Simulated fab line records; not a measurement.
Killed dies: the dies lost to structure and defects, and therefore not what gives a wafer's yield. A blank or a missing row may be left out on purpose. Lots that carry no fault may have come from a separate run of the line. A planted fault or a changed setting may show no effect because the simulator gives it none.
Matching of chambers | flow nand harc | NHARC_P_GATE_ETCH_32 on rie si-03: 4 sister chambers
The step etches the open film in HBr/Cl2, target depth 150 nm, time 100.1 s. 4 wafers are shown with their chamber, then 7 later ones without.

== WAFERS WITH THEIR CHAMBER ==
wafer  | chamber | drypump motor current A (A)
L643.2 | 0       | 6.2
L648.4 | 1       | 5.9
L655.4 | 2       | 5.7
L655.5 | 3       | 5.3

== WAFERS WITH NO CHAMBER GIVEN ==
wafer  | drypump motor current A (A)
L655.6 | 6.1
L658.2 | 5.7
L658.5 | 5.9
L658.6 | 5.7
L659.1 | 5.9
L659.2 | 5.3
L659.5 | 5.7

== EACH ONE'S CHAMBER ==
wafer  | from the rows above | in truth
L655.6 | 0                   | 0
L658.2 | 2                   | 2
L658.5 | 1                   | 1
L658.6 | 2                   | 2
L659.1 | 1                   | 1
L659.2 | 3                   | 3
L659.5 | 2                   | 2
Correct placement for 7 of the 7. Left unplaced by these rows: 0. Number placed wrongly: 0.
How it was worked out, from the rows above alone: a wafer's distance from a chamber is the root of the sum, over the readings, of the square of ((its reading less the chamber's mean) divided by the reading's scatter). The wafer belongs to the nearest chamber; if the next one is less than 2 further off, it can't be placed. For every chamber, the mean is computed from those of its wafers that are shown. The scatter (one wafer shown for each chamber): square how far every hidden wafer sits from the nearest shown wafer, average those squares and take the square root.
